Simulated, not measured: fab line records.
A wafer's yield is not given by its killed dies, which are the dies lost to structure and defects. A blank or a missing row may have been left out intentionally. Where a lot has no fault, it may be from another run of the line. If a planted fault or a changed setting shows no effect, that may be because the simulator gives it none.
Matching of chambers ; flow nand-harc ; NHARC_A_BLC_CMP_25 on cmp-02 has 4 sister chambers
The step polishes, t overpolish 30 s, target thk 150 nm. 8 wafers are shown with their chamber, then 10 later ones without.

== WAFERS PAIRED WITH THEIR CHAMBERS ==
wafer;chamber;motor-current-A (A);time-to-endpoint-s (s)
L082.5;3;10.9;28.9
L082.6;2;11.7;25.9
L084.1;2;12.0;27.0
L087.2;3;10.4;29.1
L087.5;1;12.2;26.1
L087.6;0;13.2;24.7
L091.3;0;12.8;26.6
L091.4;1;13.0;30.7

== WAFERS MISSING THEIR CHAMBER ==
wafer;motor-current-A (A);time-to-endpoint-s (s)
L091.5;13.2;30.1
L093.3;9.9;28.3
L093.5;13.2;27.4
L093.6;11.8;29.2
L095.3;12.6;28.4
L095.4;12.3;28.7
L095.6;10.5;31.0
L097.3;13.1;30.7
L097.5;12.0;31.5
L097.6;12.6;32.0

== THE CHAMBER EACH PASSED THROUGH ==
wafer;from the rows above;in truth
L091.5;can't be placed: 1 or 0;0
L093.3;3;3
L093.5;can't be placed: 0 or 1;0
L093.6;can't be placed: 2 or 1 or 3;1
L095.3;can't be placed: 1 or 0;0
L095.4;can't be placed: 1 or 2 or 0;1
L095.6;3;3
L097.3;can't be placed: 1 or 0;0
L097.5;can't be placed: 1 or 2 or 3 or 0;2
L097.6;can't be placed: 1 or 2 or 0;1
Correct placement for 2 of the 10. From these rows, 8 cannot be placed; in 8 the true chamber is one of the candidates. Number placed wrongly: 0.
How it was worked out, from the rows above alone: a wafer's distance from a chamber is the root of the sum, over the readings, of the square of ((its reading less the chamber's mean) divided by the reading's scatter). The wafer belongs to the nearest chamber; if the next one is less than 2 further off, it can't be placed. Each chamber's mean is taken over the wafers shown for it. The scatter is the square root of a quotient: the sum, over the shown wafers, of each reading's squared deviation from its chamber's mean, divided by wafers minus chambers.
